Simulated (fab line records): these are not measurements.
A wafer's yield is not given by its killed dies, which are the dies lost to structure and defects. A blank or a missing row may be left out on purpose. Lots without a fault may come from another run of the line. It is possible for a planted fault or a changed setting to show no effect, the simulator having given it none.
The tool behind it: which one? :: flow nand-harc :: 12 lots, 36 wafers sampled, at 6 steps of a route of 1302

== WHAT EACH GAUGE READ, for each wafer ==
NHARC_A_CHANNEL_HOLE_D1_CD_MEAS_18.
lot: L076
measured: day 9 08:38
on: cd-sem-02
cd-nm (nm): 96.5 103.6 95.5

lot: L077
measured: day 9 19:33
on: cd-sem-03
cd-nm (nm): 97.9 100.5 97.5

lot: L079
measured: day 10 08:10
on: cd-sem-01
cd-nm (nm): 104.5 101.5 100.7

lot: L080
measured: day 11 10:01
on: cd-sem-03
cd-nm (nm): 102.1 94.4 98.9

lot: L083
measured: day 12 02:54
on: cd-sem-02
cd-nm (nm): 97.7 100.4 100.3

lot: L085
measured: day 13 00:35
on: cd-sem-01
cd-nm (nm): 101.5 97.4 102.5

lot: L088
measured: day 14 19:00
on: cd-sem-02
cd-nm (nm): 104.4 103.3 104.3

lot: L089
measured: day 15 00:29
on: cd-sem-03
cd-nm (nm): 101.0 102.4 96.2

lot: L091
measured: day 15 18:40
on: cd-sem-01
cd-nm (nm): 98.1 96.7 100.5

lot: L093
measured: day 16 10:25
on: cd-sem-02
cd-nm (nm): 100.3 100.5 97.8

lot: L095
measured: day 17 07:58
on: cd-sem-03
cd-nm (nm): 104.0 100.7 100.3

lot: L097
measured: day 18 01:18
on: cd-sem-02
cd-nm (nm): 97.9 100.7 99.1

== TOOL THAT RAN EACH LOT (tool first, then ch and the chambers of the sampled wafers, then the start) ==
lot: L076
NHARC_P_BONDPAD_PVD_27: pvd-sputter-03, day 7 07:59 or earlier
NHARC_P_BONDPAD_ANNEAL_28: rtp-anneal-01 ch 0, day 7 07:59
NHARC_A_ZERO_WELL_DESCUM_12: rie-diel-13 ch 0,1,3, day 7 10:08
NHARC_A_CHANNEL_HOLE_D1_DEP_01: pecvd-02 ch 0,1,2, day 9 06:32
NHARC_A_CHANNEL_HOLE_D1_ETCH_16: rie-diel-10 ch 1,3, day 9 08:38 or earlier

lot: L077
NHARC_P_BONDPAD_PVD_27: pvd-sputter-02, day 7 22:26 or earlier
NHARC_P_BONDPAD_ANNEAL_28: rtp-anneal-02 ch 0, day 7 22:26
NHARC_A_ZERO_WELL_DESCUM_12: rie-diel-05 ch 1,2,3, day 8 00:40
NHARC_A_CHANNEL_HOLE_D1_DEP_01: pecvd-02 ch 0,1,2, day 9 17:25
NHARC_A_CHANNEL_HOLE_D1_ETCH_16: rie-diel-07 ch 0,2,3, day 9 19:33 or earlier

lot: L079
NHARC_P_BONDPAD_PVD_27: pvd-sputter-03, day 8 17:34 or earlier
NHARC_P_BONDPAD_ANNEAL_28: rtp-anneal-01 ch 0, day 8 17:34
NHARC_A_ZERO_WELL_DESCUM_12: rie-diel-05 ch 0,3, day 8 19:54
NHARC_A_CHANNEL_HOLE_D1_DEP_01: pecvd-04 ch 0,1, day 10 06:10
NHARC_A_CHANNEL_HOLE_D1_ETCH_16: rie-diel-07 ch 0,3, day 10 08:10 or earlier

lot: L080
NHARC_P_BONDPAD_PVD_27: pvd-sputter-03, day 9 10:23 or earlier
NHARC_P_BONDPAD_ANNEAL_28: rtp-anneal-01 ch 0, day 9 10:23
NHARC_A_ZERO_WELL_DESCUM_12: rie-diel-05 ch 0,2,3, day 9 12:44
NHARC_A_CHANNEL_HOLE_D1_DEP_01: pecvd-04 ch 0,1,2, day 11 07:50
NHARC_A_CHANNEL_HOLE_D1_ETCH_16: rie-diel-11 ch 0,1,3, day 11 10:01 or earlier

lot: L083
NHARC_P_BONDPAD_PVD_27: pvd-sputter-01, day 10 08:37 or earlier
NHARC_P_BONDPAD_ANNEAL_28: rtp-anneal-01 ch 0, day 10 08:37
NHARC_A_ZERO_WELL_DESCUM_12: rie-diel-13 ch 0,1,3, day 10 10:55
NHARC_A_CHANNEL_HOLE_D1_DEP_01: pecvd-03 ch 1,2, day 12 00:14
NHARC_A_CHANNEL_HOLE_D1_ETCH_16: rie-diel-07 ch 0,2, day 12 02:05

lot: L085
NHARC_P_BONDPAD_PVD_27: pvd-sputter-02, day 11 03:39 or earlier
NHARC_P_BONDPAD_ANNEAL_28: rtp-anneal-01 ch 0, day 11 03:39
NHARC_A_ZERO_WELL_DESCUM_12: rie-diel-02 ch 1,2,3, day 11 05:55
NHARC_A_CHANNEL_HOLE_D1_DEP_01: pecvd-03 ch 0,1,2, day 12 22:19
NHARC_A_CHANNEL_HOLE_D1_ETCH_16: rie-diel-07 ch 0,2, day 13 00:35 or earlier

lot: L088
NHARC_P_BONDPAD_PVD_27: pvd-sputter-02, day 12 21:46 or earlier
NHARC_P_BONDPAD_ANNEAL_28: rtp-anneal-01 ch 0, day 12 21:46
NHARC_A_ZERO_WELL_DESCUM_12: rie-diel-05 ch 0,1,3, day 13 00:09
NHARC_A_CHANNEL_HOLE_D1_DEP_01: pecvd-04 ch 1,2, day 14 17:08
NHARC_A_CHANNEL_HOLE_D1_ETCH_16: rie-diel-07 ch 2,3, day 14 19:00 or earlier

lot: L089
NHARC_P_BONDPAD_PVD_27: pvd-sputter-03, day 13 06:38 or earlier
NHARC_P_BONDPAD_ANNEAL_28: rtp-anneal-01 ch 0, day 13 06:38
NHARC_A_ZERO_WELL_DESCUM_12: rie-diel-05 ch 0,1,3, day 13 08:52
NHARC_A_CHANNEL_HOLE_D1_DEP_01: pecvd-04 ch 0,1,2, day 14 22:25
NHARC_A_CHANNEL_HOLE_D1_ETCH_16: rie-diel-10 ch 1,3, day 15 00:29 or earlier

lot: L091
NHARC_P_BONDPAD_PVD_27: pvd-sputter-02, day 14 00:27 or earlier
NHARC_P_BONDPAD_ANNEAL_28: rtp-anneal-01 ch 0, day 14 00:27
NHARC_A_ZERO_WELL_DESCUM_12: rie-diel-05 ch 0,1,3, day 14 02:38
NHARC_A_CHANNEL_HOLE_D1_DEP_01: pecvd-02 ch 0,1,2, day 15 16:39
NHARC_A_CHANNEL_HOLE_D1_ETCH_16: rie-diel-11 ch 2,3, day 15 18:40 or earlier

lot: L093
NHARC_P_BONDPAD_PVD_27: pvd-sputter-03, day 14 15:22 or earlier
NHARC_P_BONDPAD_ANNEAL_28: rtp-anneal-02 ch 0, day 14 15:22
NHARC_A_ZERO_WELL_DESCUM_12: rie-diel-05 ch 0,1,2, day 14 17:37
NHARC_A_CHANNEL_HOLE_D1_DEP_01: pecvd-04 ch 0,1,2, day 16 08:25
NHARC_A_CHANNEL_HOLE_D1_ETCH_16: rie-diel-07 ch 0,1,2, day 16 10:25 or earlier

lot: L095
NHARC_P_BONDPAD_PVD_27: pvd-sputter-01, day 15 14:07 or earlier
NHARC_P_BONDPAD_ANNEAL_28: rtp-anneal-01 ch 0, day 15 14:07
NHARC_A_ZERO_WELL_DESCUM_12: rie-diel-13 ch 1,2, day 15 16:31
NHARC_A_CHANNEL_HOLE_D1_DEP_01: pecvd-04 ch 0,1,2, day 17 05:47
NHARC_A_CHANNEL_HOLE_D1_ETCH_16: rie-diel-10 ch 0,2,3, day 17 07:58 or earlier

lot: L097
NHARC_P_BONDPAD_PVD_27: pvd-sputter-03, day 16 05:56 or earlier
NHARC_P_BONDPAD_ANNEAL_28: rtp-anneal-02 ch 0, day 16 05:56
NHARC_A_ZERO_WELL_DESCUM_12: rie-diel-05 ch 1,2, day 16 08:03
NHARC_A_CHANNEL_HOLE_D1_DEP_01: pecvd-03 ch 0,2, day 17 23:13
NHARC_A_CHANNEL_HOLE_D1_ETCH_16: rie-diel-11 ch 1,2,3, day 18 01:18 or earlier
- NHARC_P_BONDPAD_PVD_27: deposits Cu, target thk 30 nm, time 20.49 s.
- NHARC_P_BONDPAD_ANNEAL_28: time 90 s.
- NHARC_A_ZERO_WELL_DESCUM_12: chemistry O2, time 3 s.
- NHARC_A_CHANNEL_HOLE_D1_DEP_01: deposits SiON, target thk 140 nm.
- NHARC_A_CHANNEL_HOLE_D1_ETCH_16: etches the open film in O2/COS, target depth 3100 nm, time 806 s.

== THE ANSWER, worked out from the rows above alone ==
Rule: what is usual is taken from the lots themselves. The widest of any qualifying gaps counts: lots, ordered by their means at a reading, are off when they make up no more than a third of the lots, leave a main group of 4 or more, and stand apart from it by 3 or more times the standard deviation of that group's means. The tables above print the reading to a certain number of digits; a main group whose means all agree to those digits is not used. Also off: a lot with no number at a reading for which 4 or more lots have one. All remaining lots with rows at the step are treated as sound.
None of the lots is off at any reading shown; this tells nothing.

== WHAT HAD BEEN PUT IN BY THE SIMULATOR ==
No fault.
